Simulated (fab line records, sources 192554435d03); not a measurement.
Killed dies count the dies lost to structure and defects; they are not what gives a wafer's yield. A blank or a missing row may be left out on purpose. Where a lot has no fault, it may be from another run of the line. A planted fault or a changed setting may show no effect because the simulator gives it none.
A struck lot beside a sound one / flow n5_finfet / 15 out of 1938 route steps
Sound: the wafers L150.2, L150.4, L150.5. Struck: wafer L160.2. (L160.4 of the same lot was not struck and is left out.) The cause comes at the end.
For every step that has rows: the tool of each side, followed by ch and its chambers, followed by its first start. Under that, the readings that differ: sound wafers / struck wafers / difference of the means / sigmas: that difference in standard deviations of wafers without a fault.
alike: readings with means less than 2 such deviations apart, plus words and numbers identical on both sides. not compared: withheld readings, readings lacking a value on some wafer, bounds such as >300 that could conceal the same value, and numbers that have no deviation in the record and whose values overlap.
The two part at a step that has a row with sigmas, a row that says differs or no value, or rows on one side only. Non-overlapping numbers with no deviation appear without sigmas and do not part them. A reading missing from all wafers of one side parts the sides only when that side holds two or more wafers.

first, 7 steps without rows for these wafers: N5_BEOL_M5_COAT_74 (time 60 s, resist thk 5 nm); N5_BEOL_M5_COAT_22 (resist thk 30 nm); N5_BEOL_M5_EBR_24; N5_BEOL_M5_SOFTBAKE_23 (time 60 s); N5_BEOL_M5_EXPOSE_25 (exposes mask V4, defocus 10 nm); N5_BEOL_M5_PEB_26 (peb time 60 s); N5_BEOL_M5_DEVELOP_27 (develop time 30 s).
N5_BEOL_M5_CD_MEAS_28: target cd 30.6 nm, target cd y 20 nm.
  sound on cd_sem-01 ch 0, day 11 03:37; struck on cd_sem-02 ch 0, day 13 02:29
  alike: cd_nm
N5_BEOL_M5_OVL_MEAS_29:
  sound on overlay-01 ch 0, day 11 03:39; struck on overlay-01 ch 0, day 13 02:31
reading=V4_OVL (nm); sound=1.0 1.2 0.1; struck=-0.5; difference=-1.3; sigmas=-2
N5_BEOL_M5_INSPECT_30: inspects for defects (brightfield).
  sound on defect_inspect-01, day 11 03:42; struck on defect_inspect-02, day 13 02:35
  alike: raw_defect_count
N5_BEOL_M5_DESCUM_33: chemistry O2, time 7 s.
  sound on rie_diel-03 ch 1,2,3, day 11 04:16; struck on rie_diel-03 ch 0, day 13 02:37
  alike: drypump_motor_current_A, oes_product_au, rf_vpp_V, showerhead_plenum_p_Torr, throttle_valve_pct
  not compared: rf_hours_counter_h
N5_BEOL_M5_ETCH_75: etches underlayer in N2/H2, target depth 6.5 nm, time 5.2 s.
  sound on rie_diel-03 ch 1,2,3, day 11 04:18; struck on rie_diel-03 ch 0, day 13 02:39
  alike: drypump_motor_current_A, etch_rf_on_time_s, oes_product_au, rf_vpp_V, showerhead_plenum_p_Torr, throttle_valve_pct
  not compared: rf_hours_counter_h
N5_BEOL_M5_ETCH_67: etches SiARC in CF4, target depth 15.6 nm, time 26 s.
  sound on rie_diel-03 ch 1,2,3, day 11 04:19; struck on rie_diel-03 ch 0, day 13 02:40
reading=etch_rf_on_time_s (s); sound=25.0 27.1 26.9; struck=35.8; difference=+9.5; sigmas=+13
reading=mfc_ar_sccm (sccm); sound=99.71 99.81 99.75; struck=100.38; difference=+0.62; sigmas=+2
reading=oes_product_au (a.u.); sound=0.72 0.62 0.60; struck=0.51; difference=-0.14; sigmas=-2
reading=rf_vpp_V (V); sound=184.1 186.1 185.7; struck=182.8; difference=-2.5; sigmas=-2
  alike: drypump_motor_current_A, showerhead_plenum_p_Torr, throttle_valve_pct
  not compared: rf_hours_counter_h
N5_BEOL_M5_ETCH_68: etches SOC in N2/H2, target depth 80 nm, overetch 16 nm, time 120 s.
  sound on rie_diel-03 ch 1,2,3, day 11 04:20; struck on rie_diel-03 ch 0, day 13 02:41
  alike: drypump_motor_current_A, oes_product_au, rf_vpp_V, showerhead_plenum_p_Torr, throttle_valve_pct
  not compared: rf_hours_counter_h
next, for these wafers, 1 step has no rows: N5_PASSIVATION_PROBE_49.

## WHERE THEY PART
First at N5_BEOL_M5_OVL_MEAS_29; last, within this record, at N5_BEOL_M5_ETCH_67. Later steps at which nothing parts them and some readings are alike: N5_BEOL_M5_ETCH_68.

WHY: what had been put in by the simulator
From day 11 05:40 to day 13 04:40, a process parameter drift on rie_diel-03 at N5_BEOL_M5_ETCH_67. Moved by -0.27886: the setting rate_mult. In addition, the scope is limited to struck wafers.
